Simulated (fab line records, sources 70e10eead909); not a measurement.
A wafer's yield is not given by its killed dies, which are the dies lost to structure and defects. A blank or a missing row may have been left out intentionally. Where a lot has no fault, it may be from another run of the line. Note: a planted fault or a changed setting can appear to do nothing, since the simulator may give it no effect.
Chamber matching	flow nand harc	pecvd-04 running NHARC_THIN_TSV_DEP_43: 3 sister chambers
The step deposits SiO2, target thk 1328.5 nm. 6 wafers are shown with their chamber, then 7 later ones without.

== EACH WAFER AND ITS CHAMBER ==
wafer	chamber	throttle valve pct (%)
L137.5	2	15.2
L140.1	0	15.8
L140.5	2	15.3
L140.6	1	16.9
L141.1	0	15.9
L141.2	1	16.9

== WAFERS WITH NO CHAMBER GIVEN ==
wafer	throttle valve pct (%)
L141.3	15.2
L143.3	15.9
L143.4	16.9
L143.6	16.0
L145.1	15.2
L145.2	16.9
L145.6	15.3

== EACH ONE'S CHAMBER ==
wafer	from the rows above	in truth
L141.3	2	2
L143.3	0	0
L143.4	1	1
L143.6	0	0
L145.1	2	2
L145.2	1	1
L145.6	2	2
Correctly placed: 7 of 7. Left unplaced by these rows: 0. Number placed wrongly: 0.
How it was worked out, from the rows above alone: a wafer's distance from a chamber is the root of the sum, over the readings, of the square of ((its reading less the chamber's mean) divided by the reading's scatter). The wafer belongs to the nearest chamber; if the next one is less than 2 further off, it can't be placed. Each chamber's mean is taken over the wafers shown for it. The scatter is the square root of a quotient: the sum, over the shown wafers, of each reading's squared deviation from its chamber's mean, divided by wafers minus chambers.
